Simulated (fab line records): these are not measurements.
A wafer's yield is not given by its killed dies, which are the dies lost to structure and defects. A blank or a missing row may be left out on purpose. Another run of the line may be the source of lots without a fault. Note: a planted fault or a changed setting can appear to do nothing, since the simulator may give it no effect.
Lot-split experiment / flow n5 finfet / on a route of 1938 steps: 7 lots, 21 wafers read

ABOUT THE SPLIT
At N5_BEOL_M15_COAT_58 (time 60 s, resist thk 89 nm), the setting spin rpm was moved away from the recipe's 1500 rpm on 5 of the 21 wafers read, by -3.3% to +9.9%. The other wafers ran this setting at the recipe's value.

The split's own step is where the reading is taken.

THE READING
BARC_of_BEOL_M15_COAT_58.thk nm (the simulator's own value, which no gauge read), in nm, at N5_BEOL_M15_COAT_58 (time 60 s, resist thk 89 nm). The file gives no usual value for it. Here, 16 wafers ran the recipe; their average is 89.0 nm with a standard deviation of 0.23 nm.

wafer=L076.1; tool, chamber at the split=litho track-04, 0; spin rpm as run, rpm=1649; against the recipe=+9.9%; BARC_of_BEOL_M15_COAT_58.thk nm, nm=85.4; against lot-mates on the recipe=-4.0
wafer=L076.4; tool, chamber at the split=litho track-04, 0; spin rpm as run, rpm=1500; against the recipe=recipe; BARC_of_BEOL_M15_COAT_58.thk nm, nm=89.4; against lot-mates on the recipe=-
wafer=L076.5; tool, chamber at the split=litho track-04, 0; spin rpm as run, rpm=1649; against the recipe=+9.9%; BARC_of_BEOL_M15_COAT_58.thk nm, nm=85.6; against lot-mates on the recipe=-3.8
wafer=L080.4; tool, chamber at the split=litho track-03, 0; spin rpm as run, rpm=1500; against the recipe=recipe; BARC_of_BEOL_M15_COAT_58.thk nm, nm=88.8; against lot-mates on the recipe=-
wafer=L080.5; tool, chamber at the split=litho track-03, 0; spin rpm as run, rpm=1500; against the recipe=recipe; BARC_of_BEOL_M15_COAT_58.thk nm, nm=89; against lot-mates on the recipe=-
wafer=L080.6; tool, chamber at the split=litho track-03, 0; spin rpm as run, rpm=1500; against the recipe=recipe; BARC_of_BEOL_M15_COAT_58.thk nm, nm=88.6; against lot-mates on the recipe=-
wafer=L079.3; tool, chamber at the split=litho track-03, 0; spin rpm as run, rpm=1500; against the recipe=recipe; BARC_of_BEOL_M15_COAT_58.thk nm, nm=88.8; against lot-mates on the recipe=-
wafer=L079.4; tool, chamber at the split=litho track-03, 0; spin rpm as run, rpm=1500; against the recipe=recipe; BARC_of_BEOL_M15_COAT_58.thk nm, nm=88.8; against lot-mates on the recipe=-
wafer=L079.6; tool, chamber at the split=litho track-03, 0; spin rpm as run, rpm=1500; against the recipe=recipe; BARC_of_BEOL_M15_COAT_58.thk nm, nm=88.8; against lot-mates on the recipe=-
wafer=L084.1; tool, chamber at the split=litho track-03, 0; spin rpm as run, rpm=1500; against the recipe=recipe; BARC_of_BEOL_M15_COAT_58.thk nm, nm=89.2; against lot-mates on the recipe=-
wafer=L084.4; tool, chamber at the split=litho track-03, 0; spin rpm as run, rpm=1500; against the recipe=recipe; BARC_of_BEOL_M15_COAT_58.thk nm, nm=89.2; against lot-mates on the recipe=-
wafer=L084.5; tool, chamber at the split=litho track-03, 0; spin rpm as run, rpm=1500; against the recipe=recipe; BARC_of_BEOL_M15_COAT_58.thk nm, nm=89.2; against lot-mates on the recipe=-
wafer=L090.1; tool, chamber at the split=litho track-03, 0; spin rpm as run, rpm=1500; against the recipe=recipe; BARC_of_BEOL_M15_COAT_58.thk nm, nm=89; against lot-mates on the recipe=-
wafer=L090.2; tool, chamber at the split=litho track-03, 0; spin rpm as run, rpm=1500; against the recipe=recipe; BARC_of_BEOL_M15_COAT_58.thk nm, nm=89.2; against lot-mates on the recipe=-
wafer=L090.4; tool, chamber at the split=litho track-03, 0; spin rpm as run, rpm=1450; against the recipe=-3.3%; BARC_of_BEOL_M15_COAT_58.thk nm, nm=90.6; against lot-mates on the recipe=+1.5
wafer=L095.1; tool, chamber at the split=litho track-04, 0; spin rpm as run, rpm=1640; against the recipe=+9.3%; BARC_of_BEOL_M15_COAT_58.thk nm, nm=85.4; against lot-mates on the recipe=-3.8
wafer=L095.4; tool, chamber at the split=litho track-04, 0; spin rpm as run, rpm=1640; against the recipe=+9.3%; BARC_of_BEOL_M15_COAT_58.thk nm, nm=85.4; against lot-mates on the recipe=-3.8
wafer=L095.2; tool, chamber at the split=litho track-04, 0; spin rpm as run, rpm=1500; against the recipe=recipe; BARC_of_BEOL_M15_COAT_58.thk nm, nm=89.2; against lot-mates on the recipe=-
wafer=L097.1; tool, chamber at the split=litho track-03, 0; spin rpm as run, rpm=1500; against the recipe=recipe; BARC_of_BEOL_M15_COAT_58.thk nm, nm=89; against lot-mates on the recipe=-
wafer=L097.5; tool, chamber at the split=litho track-03, 0; spin rpm as run, rpm=1500; against the recipe=recipe; BARC_of_BEOL_M15_COAT_58.thk nm, nm=88.6; against lot-mates on the recipe=-
wafer=L097.6; tool, chamber at the split=litho track-03, 0; spin rpm as run, rpm=1500; against the recipe=recipe; BARC_of_BEOL_M15_COAT_58.thk nm, nm=88.8; against lot-mates on the recipe=-

THE FIT
A straight line over all 21 wafers: BARC_of_BEOL_M15_COAT_58.thk nm changes by -0.372 nm for each +1% of spin rpm; r = -0.99; the points scatter about the line by 0.24 nm.
The same after taking each lot's own level away (the mean of its wafers on the recipe; 21 wafers): -0.402 nm for each +1%; r = -1.00; scatter 0.11 nm.
That fit puts the effect of the largest move of spin rpm on the reading at 4 nm.
The lots' own levels span 88.80 to 89.40 nm, that is 2.6 times the standard deviation above.
The two slopes agree, so the slope changes little with the lot-to-lot level.
Check: -3.97 nm against its lot-mates is what the line predicts for one of the wafers moved furthest among these (+9.9%) when that wafer is left out of the fit. Against them it came out at -4 nm.

FURTHER SPLITS ON THESE WAFERS
Before the reading, these wafers also passed through other splits. Each is held against what the fit with the lots' levels taken away leaves over:
other split on the same wafers=N5_BEOL_M11_ETCH_41 time s; wafers away from the commonest value=7; r with BARC_of_BEOL_M15_COAT_58.thk nm (lot level and that fit taken away)=-0.01
other split on the same wafers=N5_BEOL_M12_ETCH_67 source w; wafers away from the commonest value=6; r with BARC_of_BEOL_M15_COAT_58.thk nm (lot level and that fit taken away)=+0.24
other split on the same wafers=N5_BEOL_M12_ETCH_68 time s; wafers away from the commonest value=5; r with BARC_of_BEOL_M15_COAT_58.thk nm (lot level and that fit taken away)=-0.24
other split on the same wafers=N5_BEOL_M13_ETCH_59 time s; wafers away from the commonest value=9; r with BARC_of_BEOL_M15_COAT_58.thk nm (lot level and that fit taken away)=+0.06
other split on the same wafers=N5_BEOL_M13_COAT_65 spin rpm; wafers away from the commonest value=9; r with BARC_of_BEOL_M15_COAT_58.thk nm (lot level and that fit taken away)=+0.04
other split on the same wafers=N5_BEOL_M14_COAT_58 spin rpm; wafers away from the commonest value=9; r with BARC_of_BEOL_M15_COAT_58.thk nm (lot level and that fit taken away)=-0.06
other split on the same wafers=N5_BEOL_M14_COAT_04 spin rpm; wafers away from the commonest value=6; r with BARC_of_BEOL_M15_COAT_58.thk nm (lot level and that fit taken away)=+0.10

THE FILE'S OWN FIT
BARC_of_BEOL_M15_COAT_58.thk nm changes by -0.402 nm for each +1% of spin rpm, r = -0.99.
